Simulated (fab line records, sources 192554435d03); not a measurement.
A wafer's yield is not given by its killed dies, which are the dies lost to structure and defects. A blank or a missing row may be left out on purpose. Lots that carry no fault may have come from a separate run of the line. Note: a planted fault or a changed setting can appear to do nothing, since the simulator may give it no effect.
fab line records ; flow n5-finfet
record: lots: 4; wafers: 12; last-day: 18
route steps=1938 shown FIN_SAQP@126 BEOL_M4@1111 PASSIVATION@1936
lots that met no fault: from a run of the same line without faults
start-h: the number of hours between the record's first day and the start of the first shown wafer of the lot ; wait-h: hours from the lot's prior step to this one ; " same as the row above ; L1.1+2: several wafers, shown together as one row ; - value missing, or start not given ; * or withheld: withheld ; < > ~ a bound
route shown NAME@n: NAME is a module with steps in the file, n the number in the route of the first one ; usual: average and standard deviation across the fault-free wafers ; same: alike in all rows ; chamber/n: place in a boat ; sites: per-site readings ; _std_site: how widely they spread, as a standard deviation ; _edge_site: the outer-site mean with the inner-site mean subtracted ; radius-mm: for every site, how far away it sits from the centre of the wafer ; mask NAME#n: copy n ; behind: the last tool/chamber to shape the wafer ; hold: why the lot was held/for how many hours/how that ended ; device: the n, p or np transistor that did not switch ; end of line: tests run on the same wafers once the route is complete ; where a step has no rows: the recipe by itself ; killed: count of dies lost to structure and defects at first sort (not the wafer's yield) ; map: a wafer's dies, marking killed ones x, the rest . and places with no die _
set.NAME: the setting as run; set.NAME@STEP: as run at that earlier step ; model.NAME: the simulator's own value behind a step, which no gauge read
lots at selected steps of the route; one table per step, one row per wafer
services: from which hour (start-h, from the record's first day; less than 0 if before it) a tool's chamber was out of use, for how many hours, and why
== steps ==
step: N5_FIN_SAQP_SPACER1_ETCHBACK_25
recipe: chemistry: CHF3/O2; mode: anisotropic-etchback; target: SiO2; target-depth-a: 244; time-s: 12.2; pressure-mtorr: 30; source-w: 650; bias-w: 170; Ar_flow_sccm: 200; CHF3_flow_sccm: 50; O2_flow_sccm: 5; ion-energy-ev: 200
step: N5_FIN_SAQP_MANDREL1_REMOVE_56
recipe: chemistry: HBr/Cl2/O2; bt-time-s: 10; target: a-Si; stop-on: SiNx; endpoint: OES-SiCl; over-etch-frac: 1; icp-w: 600; bias-w: 22; HBr_flow_sccm: 150; Cl2_flow_sccm: 80; O2_flow_sccm: 5; pressure-mtorr: 10
step: N5_FIN_SAQP_ETCH_57
recipe: chemistry: CH3F/O2; target: SiNx; mask-material: SiO2; target-depth-a: 325; time-s: 46.4; pressure-mtorr: 30; source-w: 395; bias-w: 73; Ar_flow_sccm: 150; CH3F_flow_sccm: 30; O2_flow_sccm: 20; ion-energy-ev: 120; ends: cleared
step: N5_FIN_SAQP_ETCH_65
recipe: chemistry: CF4; target: SiO2; target-depth-a: 40; ion-energy-ev: 350; time-s: 4.4; pressure-mtorr: 10; icp-w: 800; bias-w: 400; cf4-flow-sccm: 80
step: N5_FIN_SAQP_MANDREL_ETCH_58
recipe: chemistry: HBr/Cl2; target: a-Si; target-depth-a: 450; bt-time-s: 10; stop-on: SiNx; mask-material: SiO2; over-etch-frac: 0.8; time-s: 27; pressure-mtorr: 10; icp-w: 800; bias-w: 75; HBr_flow_sccm: 150; Cl2_flow_sccm: 80; ends: end-point
step: N5_FIN_SAQP_RECESS_63
recipe: chemistry: HF/NH3; target: SiO2; target-depth-a: 180; afs-cycles: 3; temp-c: 30; sublimation-temp-c: 180; sublimation-time-s: 60
step: N5_FIN_SAQP_COAT_68
recipe: resist: SOC; temp-c: 250; time-s: 60; spin-rpm: 1500; resist-thk-nm: 100
step: N5_FIN_SAQP_ETCH_69
recipe: chemistry: N2/H2; target: SOC; target-depth-a: 1500; stop-on: SiNx; ion-energy-ev: 100; bias-w: 61; pressure-mtorr: 30; source-w: 850; n2-flow-sccm: 200; h2-flow-sccm: 200
step: N5_FIN_SAQP_ETCH_67
recipe: chemistry: CH3F/O2; target: SiNx; target-depth-a: 300; mask-material: SOC; pressure-mtorr: 30; source-w: 395; bias-w: 73; Ar_flow_sccm: 150; CH3F_flow_sccm: 30; O2_flow_sccm: 20; ion-energy-ev: 120
step: N5_FIN_SAQP_STRIP_70
recipe: chemistry: N2/H2; power-w: 500; temp-c: 40; pressure-mtorr: 50; rf-frequency-hz: 6e+07; overash-fraction: 0.3; bias-power-w: 28; h2-frac: 0.5; n2-flow-sccm: 300; h2-flow-sccm: 300
step: N5_FIN_SAQP_RECESS_71
recipe: chemistry: HF/NH3; target: SiO2; target-depth-a: 30; afs-cycles: 1; temp-c: 30; sublimation-temp-c: 180; sublimation-time-s: 60
step: N5_FIN_SAQP_SPACER2_ALD_28
recipe: material: SiO2; target-thk-a: 81; temp-c: 300; ald-precursor-family: BDEAS; ald-co-reactant: O2-plasma; pulse-time-s: 1; purge-time-s: 2; co-reactant-purge-time-s: 2; pressure-torr: 2
usual: chamber-pressure-Torr: 2.000/0.0046; co-reactant-purge-time-s: 2/0; heater-power-w: 477/40; precursor-pulse-height-rel: 0.998/0.019; purge-time-s: 2/0; susceptor-temp-C: 300.02/0.2
lot.wafer;tool;chamber;start-h;wait-h;chamber-pressure-Torr;co-reactant-purge-time-s;heater-power-w;precursor-pulse-height-rel;purge-time-s;susceptor-temp-C
L685.1;ald-sin-03;1;69.57;0.1;2.004;2;472;0.984;2;299.75
L685.2;ald-sin-03;3;69.57;0.1;2.002;2;482;0.997;2;300.07
L685.4;ald-sin-03;0;69.57;0.1;2.002;2;498;1.002;2;300.16
L687.1;ald-sin-03;2;81.59;0.1;-;-;-;-;-;-
L687.3;ald-sin-03;3;81.59;0.1;-;-;-;-;-;-
L687.4;ald-sin-03;1;81.59;0.1;-;-;-;-;-;-
L688.2;ald-sin-01;3;85.71;0.1;-;-;-;-;-;-
L688.4;ald-sin-01;0;85.71;0.1;-;-;-;-;-;-
L688.5;ald-sin-01;3;85.71;0.1;-;-;-;-;-;-
L701.3;ald-sin-01;1;163.19;0.1;1.993;2;432;0.997;2;299.79
L701.5;ald-sin-01;1;163.19;0.1;1.999;2;437;0.960;2;299.68
L701.6;ald-sin-01;0;163.19;0.1;2.002;2;452;0.983;2;300.07
step: N5_FIN_SAQP_SPACER2_ETCHBACK_29
recipe: chemistry: CHF3/O2; mode: anisotropic-etchback; target: SiO2; target-depth-a: 122; time-s: 6.1; pressure-mtorr: 30; source-w: 650; bias-w: 170; Ar_flow_sccm: 200; CHF3_flow_sccm: 50; O2_flow_sccm: 5; ion-energy-ev: 200
step: N5_FIN_SAQP_MANDREL2_REMOVE_60
recipe: chemistry: HBr/Cl2/O2; bt-time-s: 10; target: a-Si; stop-on: SiNx; endpoint: OES-SiCl; over-etch-frac: 1; icp-w: 600; bias-w: 22; HBr_flow_sccm: 150; Cl2_flow_sccm: 80; O2_flow_sccm: 5; pressure-mtorr: 10
usual: drypump-motor-current-A: 5.4/0.43; oes-product-au: 0.997/0.017; throttle-valve-pct: 36.81/0.27
lot.wafer;tool;chamber;start-h;wait-h;drypump-motor-current-A;oes-product-au;rf-hours-counter-h;throttle-valve-pct;model.FIN_SAQP.cd-nm
L685.1;rie-si-01;0;70.09;0.1;5.9;1.014;104;36.98;8.2
L685.2;rie-si-01;2;70.09;0.1;5.6;1.001;169;37.18;8.2
L685.4;rie-si-01;3;70.09;0.1;6.0;0.986;53;36.49;8.2
L687.1;rie-si-04;2;82.21;0.1;5.0;0.987;69;36.88;20.6
L687.3;rie-si-04;0;82.21;0.1;5.3;1.003;29;36.42;20.4
L687.4;rie-si-04;1;82.21;0.1;5.5;0.998;4;36.71;20.6
L688.2;rie-si-01;3;86.12;0.1;6.0;0.979;53;36.51;19.8
L688.4;rie-si-01;2;86.12;0.1;5.6;1.014;170;37.18;19.8
L688.5;rie-si-01;0;86.12;0.1;5.9;1.014;-;36.99;19.4
L701.3;rie-si-01;0;163.60;0.1;5.8;1.021;107;36.98;8
L701.5;rie-si-01;0;163.60;0.1;5.8;1.023;-;36.98;8
L701.6;rie-si-01;1;163.60;0.1;6.3;1.021;-;36.95;8.2
step: N5_FIN_SAQP_CD_MEAS_31
recipe: target-cd-nm: 8; landing-energy-ev: 1000; detector: se-inlens; polarity: line
usual: cd-nm: 8.07/0.23
lot.wafer;tool;chamber;start-h;wait-h;cd-nm
L685.1;cd-sem-02;0;70.20;0.1;7.90
L685.2;cd-sem-02;0;70.20;0.1;7.77
L685.4;cd-sem-02;0;70.20;0.1;8.21
L687.1;cd-sem-01;0;82.32;0.1;-
L687.3;cd-sem-01;0;82.32;0.1;-
L687.4;cd-sem-01;0;82.32;0.1;-
L688.2;cd-sem-03;0;86.23;0.1;-
L688.4;cd-sem-03;0;86.23;0.1;-
L688.5;cd-sem-03;0;86.23;0.1;-
L701.3;cd-sem-01;0;163.72;0.1;7.67
L701.5;cd-sem-01;0;163.72;0.1;8.23
L701.6;cd-sem-01;0;163.72;0.1;7.70
step: N5_FIN_SAQP_HM_OPEN_33
recipe: chemistry: CH3F/O2; target: SiNx; mask-material: SiO2; target-depth-a: 494; time-s: 70.6; pressure-mtorr: 30; source-w: 395; bias-w: 73; Ar_flow_sccm: 150; CH3F_flow_sccm: 30; O2_flow_sccm: 20; ion-energy-ev: 120; ends: cleared
step: N5_FIN_SAQP_ETCH_34
recipe: chemistry: C4F6/O2; target: SiO2; target-depth-a: 450; time-s: 15; ion-energy-ev: 250; pressure-mtorr: 30; source-w: 345; bias-w: 185; Ar_flow_sccm: 300; C4F6_flow_sccm: 10; O2_flow_sccm: 10; ends: cleared
usual: drypump-motor-current-A: 5.6/0.51; etch-rf-on-time-s: 15.03/0.17; oes_f_703_au: 0.74/0.058; oes-product-au: 0.64/0.054; rf-vpp-V: 666/5.1; showerhead-plenum-p-Torr: 2.81/0.036; throttle-valve-pct: 21.14/0.24
lot.wafer;tool;chamber;start-h;wait-h;drypump-motor-current-A;etch-rf-on-time-s;oes_f_703_au;oes-product-au;rf-hours-counter-h;rf-vpp-V;showerhead-plenum-p-Torr;throttle-valve-pct;model.FIN_SAQP.cd-nm
L685.1;rie-diel-05;0;70.48;0.0;5.1;15.01;0.71;0.61;198;658;2.82;20.96;8
L685.2;rie-diel-05;3;70.48;0.0;5.7;15.05;0.73;0.61;174;666;2.83;21.43;8.2
L685.4;rie-diel-05;1;70.48;0.0;6.0;14.67;0.72;0.62;214;673;2.82;21.09;8.2
L687.1;rie-diel-01;1;82.63;0.0;5.7;15.09;0.72;0.61;211;671;2.81;21.07;20.6
L687.3;rie-diel-01;0;82.63;0.0;6.6;15.01;0.92;0.80;10;665;2.80;20.59;20.4
L687.4;rie-diel-01;3;82.63;0.0;4.8;15.06;0.75;0.65;157;669;2.84;21.20;20.6
L688.2;rie-diel-01;2;86.35;0.0;5.7;15.13;0.70;0.59;230;660;2.81;21.46;19.8
L688.4;rie-diel-01;3;86.35;0.0;4.8;15.00;0.75;0.65;159;671;2.84;21.22;19.8
L688.5;rie-diel-01;2;86.35;0.0;5.7;15.19;0.70;0.59;-;659;2.81;21.45;19.4
L701.3;rie-diel-05;3;163.83;0.0;5.8;15.02;0.71;0.61;207;665;2.82;21.48;8
L701.5;rie-diel-05;3;163.83;0.0;5.8;15.09;0.70;0.60;-;666;2.82;21.47;8
L701.6;rie-diel-05;0;163.83;0.0;5.1;15.09;0.69;0.59;-;657;2.81;20.99;8
step: N5_FIN_SAQP_STRIP_77
recipe: chemistry: N2/H2; time-s: 90; power-w: 100; temp-c: 40; pressure-mtorr: 100; rf-frequency-hz: 6e+07; bias-power-w: 3; n2-flow-sccm: 300; h2-flow-sccm: 300
step: N5_BEOL_M4_RC_MEAS_101
usual: DIBL_N: 36.5/1.4; DIBL_P: 36.5/1.6; IOFF_N: 0.163/0.022; IOFF_P: 0.219/0.029; ION_N: 675/8.3; ION_P: 464/6.2; SS_N: 71.5/0.52; SS_P: 73.4/0.57; VT_N: 249.7/2.6; VT_P: -250/3
lot.wafer;tool;chamber;start-h;wait-h;DIBL_N[mV/V];DIBL_P[mV/V];IOFF_N[nA/um];IOFF_P[nA/um];ION_N[uA/um];ION_P[uA/um];SS_N[mV/dec];SS_P[mV/dec];VT_N[mV];VT_P[mV]
L685.1;prober-01;0;213.01;0.0;35.2;35.1;0.147;0.180;673;462;71.7;72.9;250.7;-253
L685.2;prober-01;0;213.01;0.0;34.9;34.8;0.145;0.179;675;461;71.0;72.5;252.5;-252
L685.4;prober-01;0;213.01;0.0;36.8;37.2;0.177;0.200;680;461;72.1;73.4;246.7;-250
L701.3;prober-02;0;317.03;0.3;36.0;35.2;0.146;0.213;671;470;72.1;73.3;251.6;-248
L701.5;prober-02;0;317.03;0.3;36.0;35.6;0.148;0.219;673;463;71.5;73.5;250.7;-249
L701.6;prober-02;0;317.03;0.3;34.4;32.7;0.123;0.188;675;471;70.1;73.1;250.2;-250
step: N5_PASSIVATION_PROBE_49
usual: defect-limited-yield: 91.2/1.6; killed_at_M0_to_M3: 33/11; killed_at_M4_up: 15/6.2; killed-at-contacts: 15/7.1; killed-at-front-end: 38/12; killed-at-other: 4/3.5; killed-dies: 104/19; killed-on-rim: 14/4; killed-open: 69/14; killed-short: 34/8.5; sort_bin_5_function: 5.2/0.99; sort_bin_6_memory: 3.3/0.77; sort-n-pass: 1076/19; sort-yield-pct: 91.2/1.6
same: gross-dies: 1180; killed-at-back-side: 0; sort_bin_4_leakage[%]: 0; sort_bin_8_speed[%]: 0
lot.wafer;tool;chamber;start-h;wait-h;defect-limited-yield[%];killed_at_M0_to_M3;killed_at_M4_up;killed-at-contacts;killed-at-front-end;killed-at-other;killed-dies;killed-on-rim;killed-open;killed-short;sort_bin_5_function[%];sort_bin_6_memory[%];sort-n-pass;sort-yield-pct[%]
L685.1;prober-01;-;315.90;0.0;92.7;27;15;9;32;3;86;9;48;38;3.6;3.2;1094;92.7
L685.2;prober-01;-;315.95;0.1;92.5;20;24;15;29;0;88;10;59;22;4.2;3.1;1092;92.5
L685.4;prober-01;-;316.05;0.2;89.9;27;27;7;51;7;119;16;60;55;6.0;3.9;1061;89.9
L688.2;prober-02;-;343.06;0.1;0;9;2;1;1168;0;1180;152;8;5;73.5;2.5;0;0
L688.4;prober-02;-;343.16;0.2;0;8;4;3;1165;0;1180;152;16;7;73.1;3.3;0;0
L688.5;prober-02;-;343.21;0.2;0;5;1;1;1172;1;1180;152;9;4;72.8;3.2;0;0
L687.1;prober-01;-;343.86;0.0;0;7;2;5;1166;0;1180;152;12;4;73.6;3.1;0;0
L687.3;prober-01;-;343.96;0.1;0;8;4;1;1166;1;1180;152;13;1;74.5;2.5;0;0
L687.4;prober-01;-;344.01;0.2;0;8;2;3;1167;0;1180;152;12;5;73.2;3.7;0;0
killed by level:class
L685.1 STI_FIN_REVEAL:geometric-particle:open=10 BEOL_M0_SAQP:geometric-particle:short=9 BEOL_M0_SAQP:geometric-particle:open=8 BEOL_M4:geometric-particle:short=8 MOL_CONTACT_COAG:geometric-particle:open=7 FIN_SAQP:geometric-particle:short=5 GATE_CUT:geometric-particle:short=5 BEOL_M0:geometric-particle:open=5
L685.2 MOL_CONTACT_COAG:geometric-particle:open=14 STI_FIN_REVEAL:geometric-particle:open=8 BEOL_M4:geometric-particle:short=7 GATE_CUT:geometric-particle:open=5 BEOL_M1:geometric-particle:open=5 GATE_CUT:geometric-particle:short=4 BEOL_M4:geometric-particle:open=4 BEOL_M6:geometric-particle:open=4
L685.4 STI_FIN_REVEAL:geometric-particle:open=12 STARTING-WAFER:geometric-particle:short=9 FIN_SAQP:geometric-particle:short=8 BEOL_M0_SAQP:geometric-particle:short=7 GATE_CUT:geometric-particle:short=6 BEOL_M5:geometric-particle:open=6 DUMMY_GATE:geometric-particle:open=5 MOL_CONTACT_COAG:geometric-particle:open=5
L688.2 FIN_SAQP:lost-pattern=1156 FIN_SAQP:area-ald=10 BEOL_M3:geometric-particle:open=3 BEOL_M0_SAQP:geometric-particle:open=2 ILD0:geometric-particle:short=1 MOL_CONTACT_COAG:geometric-particle:open=1 BEOL_M0_SAQP:geometric-particle:short=1 BEOL_M1:geometric-particle:open=1
L688.4 FIN_SAQP:lost-pattern=1153 FIN_SAQP:area-ald=4 FIN_CUT:geometric-particle:short=3 BEOL_M2:geometric-particle:open=3 MOL_CONTACT_COAG:geometric-particle:open=2 BEOL_M1:geometric-particle:open=2 BEOL_M3:geometric-particle:open=2 BEOL_M7:geometric-particle:open=2
L688.5 FIN_SAQP:lost-pattern=1164 FIN_SAQP:area-ald=3 STI_FIN_REVEAL:geometric-particle:open=2 DUMMY_GATE:geometric-particle:open=1 GATE_CUT:geometric-particle:short=1 GATE_CUT:geometric-particle:open=1 MOL_CONTACT_COAG:geometric-particle:open=1 BEOL_M0_SAQP:geometric-particle:short=1
L687.1 FIN_SAQP:lost-pattern=1157 FIN_SAQP:area-ald=7 BEOL_M0_SAQP:geometric-particle:open=4 MOL_CONTACT_COAG:geometric-particle:open=3 MOL_CONTACT_COAG:geometric-particle:short=2 FIN_SAQP:geometric-particle:open=1 ILD0:geometric-particle:open=1 BEOL_M3:geometric-particle:open=1
L687.3 FIN_SAQP:lost-pattern=1161 FIN_SAQP:area-ald=5 BEOL_M3:geometric-particle:open=2 BEOL_M0_SAQP:geometric-particle:open=2 BEOL_M1:geometric-particle:open=2 BEOL_M10:geometric-particle:open=2 MOL_CONTACT_COAG:geometric-particle:open=1 BEOL_M0_SAQP:geometric-particle:short=1
L687.4 FIN_SAQP:lost-pattern=1161 MOL_CONTACT_COAG:geometric-particle:open=3 BEOL_M0_SAQP:geometric-particle:short=2 BEOL_M0_SAQP:geometric-particle:open=2 BEOL_M1:geometric-particle:open=2 FIN_SAQP:area-ald=2 FIN_SAQP:geometric-particle:short=1 DUMMY_GATE:geometric-particle:open=1
map L687.1 (x killed, . not)
_________________xxxxxxxxxxxx________________
______________xxxxxxxxxxxxxxxxxx_____________
___________xxxxxxxxxxxxxxxxxxxxxxxx__________
__________xxxxxxxxxxxxxxxxxxxxxxxxxx_________
________xxxxxxxxxxxxxxxxxxxxxxxxxxxxxx_______
_______xxxxxxxxxxxxxxxxxxxxxxxxxxxxxxxx______
______xxxxxxxxxxxxxxxxxxxxxxxxxxxxxxxxxx_____
_____xxxxxxxxxxxxxxxxxxxxxxxxxxxxxxxxxxxx____
____xxxxxxxxxxxxxxxxxxxxxxxxxxxxxxxxxxxxxx___
___xxxxxxxxxxxxxxxxxxxxxxxxxxxxxxxxxxxxxxxx__
___xxxxxxxxxxxxxxxxxxxxxxxxxxxxxxxxxxxxxxxx__
__xxxxxxxxxxxxxxxxxxxxxxxxxxxxxxxxxxxxxxxxxx_
__xxxxxxxxxxxxxxxxxxxxxxxxxxxxxxxxxxxxxxxxxx_
_xxxxxxxxxxxxxxxxxxxxxxxxxxxxxxxxxxxxxxxxxxxx
_xxxxxxxxxxxxxxxxxxxxxxxxxxxxxxxxxxxxxxxxxxxx
_xxxxxxxxxxxxxxxxxxxxxxxxxxxxxxxxxxxxxxxxxxxx
_xxxxxxxxxxxxxxxxxxxxxxxxxxxxxxxxxxxxxxxxxxxx
_xxxxxxxxxxxxxxxxxxxxxxxxxxxxxxxxxxxxxxxxxxxx
_xxxxxxxxxxxxxxxxxxxxxxxxxxxxxxxxxxxxxxxxxxxx
_xxxxxxxxxxxxxxxxxxxxxxxxxxxxxxxxxxxxxxxxxxxx
_xxxxxxxxxxxxxxxxxxxxxxxxxxxxxxxxxxxxxxxxxxxx
__xxxxxxxxxxxxxxxxxxxxxxxxxxxxxxxxxxxxxxxxxx_
__xxxxxxxxxxxxxxxxxxxxxxxxxxxxxxxxxxxxxxxxxx_
___xxxxxxxxxxxxxxxxxxxxxxxxxxxxxxxxxxxxxxxx__
___xxxxxxxxxxxxxxxxxxxxxxxxxxxxxxxxxxxxxxxx__
____xxxxxxxxxxxxxxxxxxxxxxxxxxxxxxxxxxxxxx___
_____xxxxxxxxxxxxxxxxxxxxxxxxxxxxxxxxxxxx____
______xxxxxxxxxxxxxxxxxxxxxxxxxxxxxxxxxx_____
_______xxxxxxxxxxxxxxxxxxxxxxxxxxxxxxxx______
________xxxxxxxxxxxxxxxxxxxxxxxxxxxxxx_______
__________xxxxxxxxxxxxxxxxxxxxxxxxxx_________
___________xxxxxxxxxxxxxxxxxxxxxxxx__________
______________xxxxxxxxxxxxxxxxxx_____________
_________________xxxxxxxxxxxx________________
map L688.2 (x killed, . not)
_________________xxxxxxxxxxxx________________
______________xxxxxxxxxxxxxxxxxx_____________
___________xxxxxxxxxxxxxxxxxxxxxxxx__________
__________xxxxxxxxxxxxxxxxxxxxxxxxxx_________
________xxxxxxxxxxxxxxxxxxxxxxxxxxxxxx_______
_______xxxxxxxxxxxxxxxxxxxxxxxxxxxxxxxx______
______xxxxxxxxxxxxxxxxxxxxxxxxxxxxxxxxxx_____
_____xxxxxxxxxxxxxxxxxxxxxxxxxxxxxxxxxxxx____
____xxxxxxxxxxxxxxxxxxxxxxxxxxxxxxxxxxxxxx___
___xxxxxxxxxxxxxxxxxxxxxxxxxxxxxxxxxxxxxxxx__
___xxxxxxxxxxxxxxxxxxxxxxxxxxxxxxxxxxxxxxxx__
__xxxxxxxxxxxxxxxxxxxxxxxxxxxxxxxxxxxxxxxxxx_
__xxxxxxxxxxxxxxxxxxxxxxxxxxxxxxxxxxxxxxxxxx_
_xxxxxxxxxxxxxxxxxxxxxxxxxxxxxxxxxxxxxxxxxxxx
_xxxxxxxxxxxxxxxxxxxxxxxxxxxxxxxxxxxxxxxxxxxx
_xxxxxxxxxxxxxxxxxxxxxxxxxxxxxxxxxxxxxxxxxxxx
_xxxxxxxxxxxxxxxxxxxxxxxxxxxxxxxxxxxxxxxxxxxx
_xxxxxxxxxxxxxxxxxxxxxxxxxxxxxxxxxxxxxxxxxxxx
_xxxxxxxxxxxxxxxxxxxxxxxxxxxxxxxxxxxxxxxxxxxx
_xxxxxxxxxxxxxxxxxxxxxxxxxxxxxxxxxxxxxxxxxxxx
_xxxxxxxxxxxxxxxxxxxxxxxxxxxxxxxxxxxxxxxxxxxx
__xxxxxxxxxxxxxxxxxxxxxxxxxxxxxxxxxxxxxxxxxx_
__xxxxxxxxxxxxxxxxxxxxxxxxxxxxxxxxxxxxxxxxxx_
___xxxxxxxxxxxxxxxxxxxxxxxxxxxxxxxxxxxxxxxx__
___xxxxxxxxxxxxxxxxxxxxxxxxxxxxxxxxxxxxxxxx__
____xxxxxxxxxxxxxxxxxxxxxxxxxxxxxxxxxxxxxx___
_____xxxxxxxxxxxxxxxxxxxxxxxxxxxxxxxxxxxx____
______xxxxxxxxxxxxxxxxxxxxxxxxxxxxxxxxxx_____
_______xxxxxxxxxxxxxxxxxxxxxxxxxxxxxxxx______
________xxxxxxxxxxxxxxxxxxxxxxxxxxxxxx_______
__________xxxxxxxxxxxxxxxxxxxxxxxxxx_________
___________xxxxxxxxxxxxxxxxxxxxxxxx__________
______________xxxxxxxxxxxxxxxxxx_____________
_________________xxxxxxxxxxxx________________
== services ==
tool;chamber;start-h;hours;kind
rie-diel-01;1;50.00;2.5;repair
rie-diel-05;0;62.35;5.0;repair
rie-si-04;-;69.08;2.8;pm
ald-sin-01;-;81.84;0.7;repair
rie-diel-01;1;88.68;15.3;repair
rie-si-04;-;102.65;4.3;pm
rie-diel-01;1;126.77;8.7;repair
rie-diel-01;2;136.93;-;clean
rie-diel-01;2;136.93;-;consumable-replace:focus-ring
rie-diel-01;2;136.93;22.3;scheduled-down
rie-diel-01;2;136.93;22.3;vent-cycle
rie-diel-05;0;141.50;9.7;repair
rie-si-04;-;151.97;14.6;pm
ald-sin-01;3;157.56;52.7;repair
== key ==
first-sign: step: N5_FIN_SAQP_SPACER2_ALD_28; reading: tool-record; direction: missing
effect: step: N5_FIN_SAQP_CD_MEAS_31; reading: cd-nm; direction: missing
effect: step: N5_PASSIVATION_PROBE_49; reading: killed-at-front-end; direction: up; sigmas: 94; usual: 38; struck: 1167
model-effect: step: N5_FIN_SAQP_MANDREL2_REMOVE_60; value: FIN_SAQP.cd-nm; without: 8.067; struck: 20.1
model-effect: step: N5_FIN_SAQP_ETCH_34; value: FIN_SAQP.cd-nm; without: 8.1; struck: 20.1
met-at N5_FIN_SAQP_SPACER2_ALD_28
struck-wafers L687.1,L687.3,L687.4,L688.2,L688.4,L688.5
later-rows-left-out L687.1,L687.3,L687.4,L688.2,L688.4,L688.5
onset-between 69.57 81.59
fault: kind: skipped-step-whole; tool: ald-sin-01,ald-sin-03; chamber: -; onset-h: 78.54; steps: N5_FIN_SAQP_SPACER2_ALD_28; scope: struck-lots-only
later-rows-left-out: the simulator's readings of these wafers behind a module that went badly wrong aren't trusted and aren't shown, but for the sort
